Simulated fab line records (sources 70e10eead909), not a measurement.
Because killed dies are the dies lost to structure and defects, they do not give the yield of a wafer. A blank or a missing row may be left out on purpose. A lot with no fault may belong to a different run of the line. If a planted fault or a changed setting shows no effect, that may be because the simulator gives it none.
Matching of chambers / flow nand-harc / rie-diel-13 running NHARC_A_STAIRCASE_DESCUM_186: 4 sister chambers
The step chemistry O2, time 3 s. 4 wafers are shown with their chamber, then 8 later ones without.

== WAFERS, EACH WITH ITS CHAMBER ==
wafer=L094.1; chamber=3; showerhead-plenum-p-Torr (Torr)=1.86
wafer=L094.4; chamber=2; showerhead-plenum-p-Torr (Torr)=1.87
wafer=L094.5; chamber=0; showerhead-plenum-p-Torr (Torr)=1.78
wafer=L095.2; chamber=1; showerhead-plenum-p-Torr (Torr)=1.83

== WAFERS MISSING THEIR CHAMBER ==
wafer=L095.5; showerhead-plenum-p-Torr (Torr)=1.83
wafer=L095.6; showerhead-plenum-p-Torr (Torr)=1.87
wafer=L096.1; showerhead-plenum-p-Torr (Torr)=1.83
wafer=L096.3; showerhead-plenum-p-Torr (Torr)=1.87
wafer=L096.4; showerhead-plenum-p-Torr (Torr)=1.78
wafer=L097.1; showerhead-plenum-p-Torr (Torr)=1.77
wafer=L097.2; showerhead-plenum-p-Torr (Torr)=1.87
wafer=L097.5; showerhead-plenum-p-Torr (Torr)=1.87

== THE CHAMBER EACH PASSED THROUGH ==
wafer=L095.5; from the rows above=1; in truth=1
wafer=L095.6; from the rows above=2; in truth=2
wafer=L096.1; from the rows above=1; in truth=1
wafer=L096.3; from the rows above=2; in truth=2
wafer=L096.4; from the rows above=0; in truth=0
wafer=L097.1; from the rows above=0; in truth=0
wafer=L097.2; from the rows above=2; in truth=2
wafer=L097.5; from the rows above=2; in truth=2
Correctly placed: 8 of 8. Left unplaced by these rows: 0. Placed wrongly: 0.
How it was worked out, from the rows above alone: a wafer's distance from a chamber is the root of the sum, over the readings, of the square of ((its reading less the chamber's mean) divided by the reading's scatter). If the next closest chamber is less than 2 further off than the closest, the wafer can't be placed; otherwise it belongs to the closest. Each chamber's mean is taken over the wafers shown for it. The scatter (one wafer shown for each chamber): square how far every hidden wafer sits from the nearest shown wafer, average those squares and take the square root.
